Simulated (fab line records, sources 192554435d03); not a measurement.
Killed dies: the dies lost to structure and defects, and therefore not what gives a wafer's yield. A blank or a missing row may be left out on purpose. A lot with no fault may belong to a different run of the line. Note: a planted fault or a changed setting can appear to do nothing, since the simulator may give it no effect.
One fault through the eyes of 3 desks + flow n5Finfet + every desk sees just its own numbers, and what lay behind them comes last

== AT THE TOOL OWNER'S DESK: rieDiel-05 ==
The tool's own readings at N5_DUMMY_GATE_ETCH_31 (etches SiO2 in C4F6/O2, target depth 82.5 nm, time 27.5 s): means of the sampled wafers that have a number, for each lot that ran on this tool. The brackets show how far a lot's mean lies from the usual mean; more than 4 standard deviations puts the lot out of limits, marked OUT. Readings shown: 7 out of 9 (the first out of limits, and those lying furthest out on some lot).
Columns: A = drypumpMotorCurrentA at N5_DUMMY_GATE_ETCH_31, usual 5.9 A; B = oes_ar_750_au at N5_DUMMY_GATE_ETCH_31, usual 0.74 a.u.; C = oes_f_703_au at N5_DUMMY_GATE_ETCH_31, usual 0.75 a.u.; D = oes_o_777_au at N5_DUMMY_GATE_ETCH_31, usual 0.75 a.u.; E = oesProductAu at N5_DUMMY_GATE_ETCH_31, usual 0.74 a.u.; F = rfFwdPowerW at N5_DUMMY_GATE_ETCH_31, usual 342.0 W; G = rfVppV at N5_DUMMY_GATE_ETCH_31, usual 665 V
| lot  | first seen here | A   | B    | C               | D    | E    | F               | G              |
|------|-----------------|-----|------|-----------------|------|------|-----------------|----------------|
| L756 | day 3 14:18     | 6.3 | 0.73 | 0.74            | 0.74 | 0.72 | 341.4           | 672            |
| L758 | day 3 22:05     | 6.2 | 0.84 | 0.98 (+4.5) OUT | 0.94 | 0.78 | 425.3 (+49) OUT | 597 (-6.8) OUT |
| L759 | day 4 05:55     | 6.3 | 0.84 | 0.97 (+4.5) OUT | 0.94 | 0.77 | 425.8 (+49) OUT | 587 (-7.8) OUT |
| L775 | day 8 06:49     | 6.2 | 0.72 | 0.72            | 0.72 | 0.71 | 343.2           | 663            |
This desk finds L758, L759 out of limits, L758 being first, at day 3 22:05 (oes_f_703_au at N5_DUMMY_GATE_ETCH_31). L756, L775: within limits.

== METROLOGY DESK ==
What the gauges read for every lot (on any tool): the sampled wafers with a number, averaged. The brackets show how far a lot's mean lies from the usual mean; more than 4 standard deviations puts the lot out of limits, marked OUT. It has 13 readings; the 7 that lie furthest out on some lot are the ones shown.
Columns: A = GATE_OVL at N5_DUMMY_GATE_OVL_MEAS_16, usual 0.1 nm; B = IOFF_N at N5_BEOL_M4_RC_MEAS_101, usual 0.15 nA/um; C = IOFF_P at N5_BEOL_M4_RC_MEAS_101, usual 0.20 nA/um; D = ION_N at N5_BEOL_M4_RC_MEAS_101, usual 670 uA/um; E = SS_N at N5_BEOL_M4_RC_MEAS_101, usual 71.5 mV/dec; F = VT_N at N5_BEOL_M4_RC_MEAS_101, usual 250 mV; G = VT_P at N5_BEOL_M4_RC_MEAS_101, usual -251 mV
| lot  | first seen here | A    | B    | C    | D   | E    | F   | G    |
|------|-----------------|------|------|------|-----|------|-----|------|
| L756 | day 3 13:32     | -0.1 | 0.19 | 0.21 | 676 | 73.1 | 246 | -250 |
| L758 | day 3 21:27     | -0.2 | 0.18 | 0.26 | 674 | 72.0 | 248 | -245 |
| L759 | day 4 05:22     | -0.1 | 0.13 | 0.17 | 665 | 71.3 | 253 | -255 |
| L761 | day 4 17:01     | -0.5 | 0.18 | 0.22 | 683 | 71.9 | 251 | -250 |
| L775 | day 8 06:11     | -0.8 | 0.13 | 0.16 | 660 | 70.6 | 254 | -256 |
| L776 | day 8 10:25     | 0.2  | 0.20 | 0.25 | 689 | 71.4 | 245 | -247 |
This desk's verdict: no lot among the 6 shows anything out of limits.

== THE DEFECT DESK ==
Lot by lot, what the route's inspections counted, given as the mean of those sampled wafers with a number. The brackets show how far a lot's mean lies from the usual mean; more than 4 standard deviations puts the lot out of limits, marked OUT.
Columns: A = rawDefectCount at N5_DUMMY_GATE_INSPECT_17, usual 186
| lot  | first seen here | A   |
|------|-----------------|-----|
| L756 | day 3 13:38     | 138 |
| L758 | day 3 21:33     | 235 |
| L759 | day 4 05:28     | 172 |
| L761 | day 4 17:06     | 172 |
| L775 | day 8 06:17     | 159 |
| L776 | day 8 10:31     | 213 |
This desk's verdict: no lot among the 6 shows anything out of limits.

== PUT TOGETHER ==
At day 3 22:05, on L758, L759, the tool owner's desk was in a position to raise an alarm.
Metrology desk: nothing out of limits seen.
Nothing the defect desk looked at was out of limits.
The metrology desk holds a record of L758, L759, inside its limits.
The defect desk has L758, L759 on record, within its limits.
The lots listed all ran N5_DUMMY_GATE_ETCH_31 on rieDiel-05.

== WHAT THE SIMULATOR HAD PUT IN ==
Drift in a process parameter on rieDiel-05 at N5_DUMMY_GATE_ETCH_31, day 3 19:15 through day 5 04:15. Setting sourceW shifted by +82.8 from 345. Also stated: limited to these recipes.
Lots struck among those shown: L758, L759.
Delay in hours, fault start to first out-of-limits reading, by desk: the tool owner's desk at 3.
